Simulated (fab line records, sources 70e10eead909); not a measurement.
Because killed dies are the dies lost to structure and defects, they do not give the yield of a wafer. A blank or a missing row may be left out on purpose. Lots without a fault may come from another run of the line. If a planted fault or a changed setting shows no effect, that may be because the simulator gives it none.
Which of the tools did it? / flow nand-harc / 36 wafers from 12 lots sampled at 5 of the route's 1159 steps

== WHAT EACH GAUGE READ, for each wafer ==
NHARC_END_SORT_01.
lot=L533; measured=day 21 03:53; on=prober-02; killed-at-array=7 7; killed-at-other=1 1; killed-at-periphery=3 2; killed-dies=11 10; killed-open=1 1; killed-short=1 0
lot=L534; measured=day 21 11:39; on=prober-02; killed-at-array=675 673 675; killed-at-other=1 0 0; killed-at-periphery=1 4 2; killed-dies=677 677 677; killed-open=1 5 3; killed-short=2 3 2
lot=L535; measured=day 21 19:27; on=prober-02; killed-at-array=665 672 669; killed-at-other=0 0 0; killed-at-periphery=12 5 8; killed-dies=677 677 677; killed-open=4 2 3; killed-short=2 1 1
lot=L544; measured=day 23 20:23; on=prober-02; killed-at-array=60 41 32; killed-at-other=1 0 1; killed-at-periphery=1 0 0; killed-dies=62 41 33; killed-open=5 5 2; killed-short=1 1 2

== TOOL THAT RAN EACH LOT (tool first, then ch and the chambers of the sampled wafers, then the start) ==
lot=L530; NHARC_A_STAIRCASE_STRIP_171=plasma-asher-02 ch 0, day 11 13:37; NHARC_A_STAIRCASE_TRIM_14=rie-diel-11 ch 2,3, day 11 16:19 or earlier; NHARC_A_STAIRCASE_TRIM_20=rie-diel-11 ch 0,1,3, day 11 16:19; NHARC_A_STAIRCASE_ETCH_27=rie-diel-11 ch 0,1,2, no start
lot=L528; NHARC_A_STAIRCASE_STRIP_171=plasma-asher-01 ch 0, day 11 13:50; NHARC_A_STAIRCASE_TRIM_14=rie-diel-12 ch 0,2,3, day 11 16:26 or earlier; NHARC_A_STAIRCASE_TRIM_20=rie-diel-12 ch 0,1,2, day 11 16:26; NHARC_A_STAIRCASE_ETCH_27=rie-diel-12 ch 1,3, no start
lot=L532; NHARC_A_STAIRCASE_STRIP_171=plasma-asher-02 ch 0,1, day 11 23:56; NHARC_A_STAIRCASE_TRIM_14=rie-diel-11 ch 2,3, day 12 04:14 or earlier; NHARC_A_STAIRCASE_TRIM_20=rie-diel-05 ch 0,1,3, day 12 04:14; NHARC_A_STAIRCASE_ETCH_27=rie-diel-05 ch 0,1,3, no start
lot=L533; NHARC_A_STAIRCASE_STRIP_171=plasma-asher-01 ch 0,1, day 12 00:01; NHARC_A_STAIRCASE_TRIM_14=rie-diel-05 ch 0,2,3, day 12 02:59 or earlier; NHARC_A_STAIRCASE_TRIM_20=rie-diel-05 ch 0,1,2, day 12 02:59; NHARC_A_STAIRCASE_ETCH_27=rie-diel-05 ch 0,2,3, day 21 03:53 or earlier
lot=L534; NHARC_A_STAIRCASE_STRIP_171=plasma-asher-02 ch 0,1, day 12 16:03; NHARC_A_STAIRCASE_TRIM_14=rie-diel-11 ch 1,2, day 12 18:42 or earlier; NHARC_A_STAIRCASE_TRIM_20=rie-diel-11 ch 0,1,2, day 12 18:42; NHARC_A_STAIRCASE_ETCH_27=rie-diel-11 ch 0,3, day 21 11:39 or earlier
lot=L535; NHARC_A_STAIRCASE_STRIP_171=plasma-asher-02 ch 0,1, day 12 16:37; NHARC_A_STAIRCASE_TRIM_14=rie-diel-05 ch 0,2, day 12 19:13 or earlier; NHARC_A_STAIRCASE_TRIM_20=rie-diel-05 ch 1,2, day 12 19:13; NHARC_A_STAIRCASE_ETCH_27=rie-diel-05 ch 0,2,3, day 21 19:27 or earlier
lot=L537; NHARC_A_STAIRCASE_STRIP_171=plasma-asher-01 ch 1, day 13 12:07; NHARC_A_STAIRCASE_TRIM_14=rie-diel-05 ch 0,1,3, day 13 14:38 or earlier; NHARC_A_STAIRCASE_TRIM_20=rie-diel-12 ch 0,3, day 13 14:38; NHARC_A_STAIRCASE_ETCH_27=rie-diel-12 ch 0,3, no start
lot=L538; NHARC_A_STAIRCASE_STRIP_171=plasma-asher-02 ch 0,1, day 13 20:10; NHARC_A_STAIRCASE_TRIM_14=rie-diel-11 ch 0,2,3, day 13 23:01 or earlier; NHARC_A_STAIRCASE_TRIM_20=rie-diel-05 ch 0,2,3, day 13 23:01; NHARC_A_STAIRCASE_ETCH_27=rie-diel-05 ch 1,2,3, no start
lot=L545; NHARC_A_STAIRCASE_STRIP_171=plasma-asher-01 ch 0,1, day 15 00:31; NHARC_A_STAIRCASE_TRIM_14=rie-diel-11 ch 0,1,2, day 15 03:10 or earlier; NHARC_A_STAIRCASE_TRIM_20=rie-diel-11 ch 0,3, day 15 03:10; NHARC_A_STAIRCASE_ETCH_27=rie-diel-11 ch 0,1,3, no start
lot=L544; NHARC_A_STAIRCASE_STRIP_171=plasma-asher-02 ch 0,1, day 15 07:54; NHARC_A_STAIRCASE_TRIM_14=rie-diel-12 ch 0,2,3, day 15 11:02 or earlier; NHARC_A_STAIRCASE_TRIM_20=rie-diel-11 ch 0,1,3, day 15 11:02; NHARC_A_STAIRCASE_ETCH_27=rie-diel-11 ch 0,1,3, day 23 20:23 or earlier
lot=L548; NHARC_A_STAIRCASE_STRIP_171=plasma-asher-01 ch 0,1, day 16 00:43; NHARC_A_STAIRCASE_TRIM_14=rie-diel-05 ch 2,3, day 16 03:22 or earlier; NHARC_A_STAIRCASE_TRIM_20=rie-diel-05 ch 2,3, day 16 03:22; NHARC_A_STAIRCASE_ETCH_27=rie-diel-05 ch 0,2, no start
lot=L549; NHARC_A_STAIRCASE_STRIP_171=plasma-asher-01 ch 0,1, day 16 04:07; NHARC_A_STAIRCASE_TRIM_14=rie-diel-12 ch 0,2, day 16 06:43 or earlier; NHARC_A_STAIRCASE_TRIM_20=rie-diel-12 ch 0,1, day 16 06:43; NHARC_A_STAIRCASE_ETCH_27=rie-diel-12 ch 1,2,3, no start
- NHARC_A_STAIRCASE_STRIP_171: strips in O2.
- NHARC_A_STAIRCASE_TRIM_14: chemistry O2, time 211.2 s.
- NHARC_A_STAIRCASE_TRIM_20: chemistry O2, time 211.2 s.
- NHARC_A_STAIRCASE_ETCH_27: etches the open film in C4F8/O2, target depth 100 nm, time 40.5 s.

== WHAT THE TOOLS THEMSELVES READ (means of the sampled wafers that have a number; where no wafer has one, the mark that the record gives instead) ==
NHARC_A_STAIRCASE_STRIP_171.
lot=L530; tool=plasma-asher-02; drypump-motor-current-A (A)=5.7; heater-power-w (W)=272
lot=L528; tool=plasma-asher-01; drypump-motor-current-A (A)=6.4; heater-power-w (W)=375
lot=L532; tool=plasma-asher-02; drypump-motor-current-A (A)=5.8; heater-power-w (W)=280
lot=L533; tool=plasma-asher-01; drypump-motor-current-A (A)=6.5; heater-power-w (W)=347
lot=L534; tool=plasma-asher-02; drypump-motor-current-A (A)=6.0; heater-power-w (W)=283
lot=L535; tool=plasma-asher-02; drypump-motor-current-A (A)=5.8; heater-power-w (W)=277
lot=L537; tool=plasma-asher-01; drypump-motor-current-A (A)=6.5; heater-power-w (W)=315
lot=L538; tool=plasma-asher-02; drypump-motor-current-A (A)=5.8; heater-power-w (W)=283
lot=L545; tool=plasma-asher-01; drypump-motor-current-A (A)=6.5; heater-power-w (W)=353
lot=L544; tool=plasma-asher-02; drypump-motor-current-A (A)=5.8; heater-power-w (W)=278
lot=L548; tool=plasma-asher-01; drypump-motor-current-A (A)=6.5; heater-power-w (W)=350
lot=L549; tool=plasma-asher-01; drypump-motor-current-A (A)=6.5; heater-power-w (W)=348

NHARC_A_STAIRCASE_TRIM_14.
lot=L530; tool=rie-diel-11; chamber-pressure-mTorr (mTorr)=60.01; drypump-motor-current-A (A)=6.3; oes-product-au (a.u.)=0.997; rf-vpp-V (V)=57.5; showerhead-plenum-p-Torr (Torr)=3.64; throttle-valve-pct (%)=17.034
lot=L528; tool=rie-diel-12; chamber-pressure-mTorr (mTorr)=60.00; drypump-motor-current-A (A)=5.6; oes-product-au (a.u.)=0.987; rf-vpp-V (V)=58.2; showerhead-plenum-p-Torr (Torr)=3.56; throttle-valve-pct (%)=17.040
lot=L532; tool=rie-diel-11; chamber-pressure-mTorr (mTorr)=60.01; drypump-motor-current-A (A)=6.4; oes-product-au (a.u.)=0.994; rf-vpp-V (V)=58.4; showerhead-plenum-p-Torr (Torr)=3.48; throttle-valve-pct (%)=17.041
lot=L533; tool=rie-diel-05; chamber-pressure-mTorr (mTorr)=60.03; drypump-motor-current-A (A)=5.8; oes-product-au (a.u.)=0.996; rf-vpp-V (V)=58.1; showerhead-plenum-p-Torr (Torr)=3.39; throttle-valve-pct (%)=17.036
lot=L534; tool=rie-diel-11; chamber-pressure-mTorr (mTorr)=60.02; drypump-motor-current-A (A)=5.8; oes-product-au (a.u.)=0.994; rf-vpp-V (V)=59.4; showerhead-plenum-p-Torr (Torr)=3.77; throttle-valve-pct (%)=17.037
lot=L535; tool=rie-diel-05; chamber-pressure-mTorr (mTorr)=60.03; drypump-motor-current-A (A)=5.2; oes-product-au (a.u.)=0.991; rf-vpp-V (V)=57.4; showerhead-plenum-p-Torr (Torr)=3.45; throttle-valve-pct (%)=17.033
lot=L537; tool=rie-diel-05; chamber-pressure-mTorr (mTorr)=60.01; drypump-motor-current-A (A)=5.7; oes-product-au (a.u.)=0.998; rf-vpp-V (V)=57.9; showerhead-plenum-p-Torr (Torr)=3.42; throttle-valve-pct (%)=17.032
lot=L538; tool=rie-diel-11; chamber-pressure-mTorr (mTorr)=59.95; drypump-motor-current-A (A)=6.2; oes-product-au (a.u.)=0.995; rf-vpp-V (V)=57.3; showerhead-plenum-p-Torr (Torr)=3.49; throttle-valve-pct (%)=17.051
lot=L545; tool=rie-diel-11; chamber-pressure-mTorr (mTorr)=60.06; drypump-motor-current-A (A)=5.9; oes-product-au (a.u.)=1.003; rf-vpp-V (V)=58.5; showerhead-plenum-p-Torr (Torr)=3.63; throttle-valve-pct (%)=17.041
lot=L544; tool=rie-diel-12; chamber-pressure-mTorr (mTorr)=60.05; drypump-motor-current-A (A)=5.7; oes-product-au (a.u.)=0.986; rf-vpp-V (V)=57.9; showerhead-plenum-p-Torr (Torr)=3.54; throttle-valve-pct (%)=17.036
lot=L548; tool=rie-diel-05; chamber-pressure-mTorr (mTorr)=60.03; drypump-motor-current-A (A)=6.2; oes-product-au (a.u.)=0.979; rf-vpp-V (V)=57.3; showerhead-plenum-p-Torr (Torr)=3.51; throttle-valve-pct (%)=17.042
lot=L549; tool=rie-diel-12; chamber-pressure-mTorr (mTorr)=59.98; drypump-motor-current-A (A)=5.9; oes-product-au (a.u.)=0.977; rf-vpp-V (V)=58.5; showerhead-plenum-p-Torr (Torr)=3.55; throttle-valve-pct (%)=17.030

NHARC_A_STAIRCASE_TRIM_20.
lot=L530; tool=rie-diel-11; chamber-pressure-mTorr (mTorr)=60.01; drypump-motor-current-A (A)=6.0; oes-product-au (a.u.)=0.999; rf-vpp-V (V)=58.4; showerhead-plenum-p-Torr (Torr)=3.49; throttle-valve-pct (%)=17.035
lot=L528; tool=rie-diel-12; chamber-pressure-mTorr (mTorr)=59.95; drypump-motor-current-A (A)=5.8; oes-product-au (a.u.)=0.985; rf-vpp-V (V)=57.0; showerhead-plenum-p-Torr (Torr)=3.61; throttle-valve-pct (%)=17.049
lot=L532; tool=rie-diel-05; chamber-pressure-mTorr (mTorr)=60.00; drypump-motor-current-A (A)=5.7; oes-product-au (a.u.)=1.001; rf-vpp-V (V)=57.5; showerhead-plenum-p-Torr (Torr)=3.42; throttle-valve-pct (%)=17.040
lot=L533; tool=rie-diel-05; chamber-pressure-mTorr (mTorr)=59.98; drypump-motor-current-A (A)=5.5; oes-product-au (a.u.)=0.990; rf-vpp-V (V)=58.0; showerhead-plenum-p-Torr (Torr)=3.45; throttle-valve-pct (%)=17.037
lot=L534; tool=rie-diel-11; chamber-pressure-mTorr (mTorr)=-; drypump-motor-current-A (A)=-; oes-product-au (a.u.)=-; rf-vpp-V (V)=-; showerhead-plenum-p-Torr (Torr)=-; throttle-valve-pct (%)=-
lot=L535; tool=rie-diel-05; chamber-pressure-mTorr (mTorr)=-; drypump-motor-current-A (A)=-; oes-product-au (a.u.)=-; rf-vpp-V (V)=-; showerhead-plenum-p-Torr (Torr)=-; throttle-valve-pct (%)=-
lot=L537; tool=rie-diel-12; chamber-pressure-mTorr (mTorr)=60.02; drypump-motor-current-A (A)=5.8; oes-product-au (a.u.)=0.989; rf-vpp-V (V)=59.2; showerhead-plenum-p-Torr (Torr)=3.65; throttle-valve-pct (%)=17.044
lot=L538; tool=rie-diel-05; chamber-pressure-mTorr (mTorr)=59.97; drypump-motor-current-A (A)=5.8; oes-product-au (a.u.)=0.997; rf-vpp-V (V)=57.2; showerhead-plenum-p-Torr (Torr)=3.38; throttle-valve-pct (%)=17.035
lot=L545; tool=rie-diel-11; chamber-pressure-mTorr (mTorr)=59.99; drypump-motor-current-A (A)=6.1; oes-product-au (a.u.)=1.000; rf-vpp-V (V)=58.6; showerhead-plenum-p-Torr (Torr)=3.34; throttle-valve-pct (%)=17.038
lot=L544; tool=rie-diel-11; chamber-pressure-mTorr (mTorr)=60.00; drypump-motor-current-A (A)=6.0; oes-product-au (a.u.)=1.012; rf-vpp-V (V)=57.7; showerhead-plenum-p-Torr (Torr)=3.47; throttle-valve-pct (%)=17.035
lot=L548; tool=rie-diel-05; chamber-pressure-mTorr (mTorr)=60.08; drypump-motor-current-A (A)=6.4; oes-product-au (a.u.)=0.989; rf-vpp-V (V)=56.6; showerhead-plenum-p-Torr (Torr)=3.66; throttle-valve-pct (%)=17.045
lot=L549; tool=rie-diel-12; chamber-pressure-mTorr (mTorr)=59.93; drypump-motor-current-A (A)=6.0; oes-product-au (a.u.)=0.973; rf-vpp-V (V)=58.7; showerhead-plenum-p-Torr (Torr)=3.69; throttle-valve-pct (%)=17.044

NHARC_A_STAIRCASE_ETCH_27.
lot=L530; tool=rie-diel-11; oes-product-au (a.u.)=0.944; rf-fwd-power-W (W)=591.3; rf-vpp-V (V)=900
lot=L528; tool=rie-diel-12; oes-product-au (a.u.)=0.937; rf-fwd-power-W (W)=593.4; rf-vpp-V (V)=902
lot=L532; tool=rie-diel-05; oes-product-au (a.u.)=0.938; rf-fwd-power-W (W)=593.4; rf-vpp-V (V)=893
lot=L533; tool=rie-diel-05; oes-product-au (a.u.)=0.934; rf-fwd-power-W (W)=593.3; rf-vpp-V (V)=890
lot=L534; tool=rie-diel-11; oes-product-au (a.u.)=0.943; rf-fwd-power-W (W)=594.1; rf-vpp-V (V)=888
lot=L535; tool=rie-diel-05; oes-product-au (a.u.)=0.936; rf-fwd-power-W (W)=593.8; rf-vpp-V (V)=891
lot=L537; tool=rie-diel-12; oes-product-au (a.u.)=0.935; rf-fwd-power-W (W)=594.9; rf-vpp-V (V)=900
lot=L538; tool=rie-diel-05; oes-product-au (a.u.)=0.940; rf-fwd-power-W (W)=592.2; rf-vpp-V (V)=890
lot=L545; tool=rie-diel-11; oes-product-au (a.u.)=0.941; rf-fwd-power-W (W)=593.8; rf-vpp-V (V)=895
lot=L544; tool=rie-diel-11; oes-product-au (a.u.)=0.951; rf-fwd-power-W (W)=592.5; rf-vpp-V (V)=894
lot=L548; tool=rie-diel-05; oes-product-au (a.u.)=0.941; rf-fwd-power-W (W)=594.8; rf-vpp-V (V)=893
lot=L549; tool=rie-diel-12; oes-product-au (a.u.)=0.934; rf-fwd-power-W (W)=593.5; rf-vpp-V (V)=899

== THE ANSWER, worked out from the rows above alone ==
Rule: the lots themselves supply what counts as usual. Put in order of their means at a reading, lots are off if they are a third of the lots or fewer, leave a main group of 4 or more, and stand apart from it by a gap of 3 or more times the standard deviation of the main group's means; of several such gaps the widest counts. A main group is skipped when, at the precision printed for the reading in the tables above, its means are all equal. Also off: a lot with no number at a reading for which 4 or more lots have one. All remaining lots with rows at the step are treated as sound. Order of review: gauges by route order, followed by the tools' own readings, for which a lot's mean as printed above is used. At the first step where some lot is off, the reading lying furthest off is the one used; lots without a number count as furthest.
Off at NHARC_A_STAIRCASE_TRIM_20 (chamber-pressure-mTorr): L534, L535. Without a number there: L534, L535. Mean 59.99 mTorr and standard deviation 0.039 in the main group.
If a tool, at that step or one of the process steps before it, ran each lot that is off and ran no sound lot following the first of them, it fits. With no start given for some of its lots, NHARC_A_STAIRCASE_TRIM_14 uses the hours and lot order of NHARC_A_STAIRCASE_TRIM_20. No candidate that was tried fits.

== WHAT THE SIMULATOR PUT IN ==
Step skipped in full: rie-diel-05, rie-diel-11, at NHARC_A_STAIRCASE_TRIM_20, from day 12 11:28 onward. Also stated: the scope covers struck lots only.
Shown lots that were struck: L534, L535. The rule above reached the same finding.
